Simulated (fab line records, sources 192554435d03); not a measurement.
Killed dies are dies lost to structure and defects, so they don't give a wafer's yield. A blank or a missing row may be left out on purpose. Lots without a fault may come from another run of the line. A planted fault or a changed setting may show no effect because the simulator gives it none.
A struck lot beside a sound one | flow n5_finfet | 13 steps out of a route of 1938
Sound: wafers L841.2, L841.3, L841.4. Struck: wafers L832.1, L832.2, L832.5. The cause comes at the end.
At each step with rows: each side's tool, then ch and its chambers, then its first start. Under that, the readings that differ: sound wafers | struck wafers | difference of the means | sigmas: that difference in standard deviations of wafers without a fault.
alike: readings whose means differ by less than 2 such deviations, and words and numbers that are the same on both sides. not compared: withheld readings, readings that some wafer has no value for, bounds like >300 that may hide the same value, and numbers for which the record gives no deviation and whose values overlap.
The two part at a step that has a row with sigmas, a row that says differs or no value, or rows on one side only. Numbers that don't overlap but have no deviation are shown without sigmas and don't part them. A reading that every wafer of one side lacks parts them only if that side has two wafers or more.

first, 7 steps without rows for these wafers: N5_SD_EPI_P_SRD_25 (time 30 s); N5_SD_ACTIVATION_RTA_00 (time 0 s); N5_SD_ACTIVATION_LSA_01 (time 0.0008 s); N5_ILD0_LINER_00 (material SiNx, target thk 4 nm, pulse time 1 s, purge time 2 s); N5_ILD0_FCVD_FILL_01 (material SiO2 flowable, target thk 200 nm, time 328.3 s); N5_ILD0_CURE_02 (time 1800 s); N5_ILD0_CMP_03 (polishes, stops on SiNx, t overpolish 1.9 s, target thk 197.38 nm).
N5_ILD0_CMP_07: polishes SiO2 flowable, stops on poly-Si, t overpolish 1.18 s, target thk 138.88 nm.
  sound on cmp-02 ch 1,2,3, day 7 14:32; struck on cmp-03 ch 0,2,3, day 5 08:43
  no value came back on the struck wafers for any of 6 readings (edge_zone_pressure_frac, head_pressure_psi (psi) and others); on the sound wafers edge_zone_pressure_frac reads 1.003 1.001 1.003
  reading                                              | sound           | struck            | difference | sigmas
  model.SiNx_of_DUMMY_GATE_HM_DEP_06.thk_nm (nm)       | 0 0 0           | 77.6 78 77.8      | +77.8      |
  model.SiO2_flowable_of_ILD0_FCVD_FILL_01.thk_nm (nm) | 139 139.8 138.6 | 197.4 198.2 198.6 | +58.9      |
  model.a-Si_of_DUMMY_GATE_CVD_03.thk_nm (nm)          | 68.4 69.8 70.6  | 71.6 73.2 73      | +3.0       |
N5_ILD0_THK_MEAS_08:
  sound on film_metro-02, day 7 14:50; struck on film_metro-02, day 5 09:01
  reading     | sound             | struck            | difference | sigmas
  thk_nm (nm) | 139.0 139.7 138.5 | 197.2 198.2 198.7 | +59.0      | +45
N5_ILD0_PRECLEAN_10: cleans in NF3:NH3, afs cycles 5, time 20 s, sublimation time 60 s.
  sound on remote_plasma-01 ch 0, day 7 14:59; struck on remote_plasma-02 ch 1, day 5 09:02
  reading                                              | sound         | struck            | difference | sigmas
  model.SiO2_flowable_of_ILD0_FCVD_FILL_01.thk_nm (nm) | 120.2 121 120 | 170.8 171.4 171.8 | +50.9      |
  alike: rf_power_w
then, 1 step without rows for these wafers: N5_ILD0_ALD_15 (deposits SiNx, target thk 24 nm, pulse time 1 s, ald cycles 480).
N5_ILD0_CMP_12: polishes SiNx, stops on poly-Si, t overpolish 6 s, target thk 17.67 nm.
  sound on cmp-02 ch 0,2,3, day 7 17:45; struck on cmp-03 ch 0,3, day 5 11:56
  reading                                     | sound        | struck       | difference | sigmas
  model.a-Si_of_DUMMY_GATE_CVD_03.thk_nm (nm) | 67.8 69 69.8 | 71 72.4 72.2 | +3         |
  alike: edge_zone_pressure_frac, head_pressure_psi, motor_current_A, retaining_ring_pressure_frac, slurry_flow_ml_min
-- the record jumps here: 9 days lie between the struck wafers' starts before and after (it left off in module ILD0 and takes up again in module PASSIVATION, whose first step shown is number 1936 of the route) --
N5_PASSIVATION_PROBE_49:
  sound on prober-01, day 16 08:00; struck on prober-01, day 14 05:29
  reading                  | sound          | struck    | difference | sigmas
  defect_limited_yield (%) | 91.7 91.1 89.7 | 0 0       | -91        | -70
  killed_at_front_end      | 26 28 46       | 1121 1103 | +1079      | +98
  killed_dies              | 98 105 121     | 1180 1180 | +1072      | +71
  killed_on_rim            | 14 13 15       | 152 152   | +138       | +35
  sort_bin_5_function (%)  | 5.3 4.8 6.0    | 95.8 94.0 | +89.5      | +99 or more
  sort_bin_6_memory (%)    | 2.5 3.4 3.7    | 4.1 5.1   | +1.4       | +2
  sort_n_pass              | 1082 1075 1059 | 0 0       | -1072      | -71
  sort_yield_pct (%)       | 91.7 91.1 89.7 | 0 0       | -91        | -70
  alike: killed_at_M0_to_M3, killed_at_M4_up, killed_at_contacts, killed_at_other, killed_open, killed_short

WHERE THEY PART
First at N5_ILD0_CMP_07; last, within this record, at N5_PASSIVATION_PROBE_49.

WHY: what the simulator had put in
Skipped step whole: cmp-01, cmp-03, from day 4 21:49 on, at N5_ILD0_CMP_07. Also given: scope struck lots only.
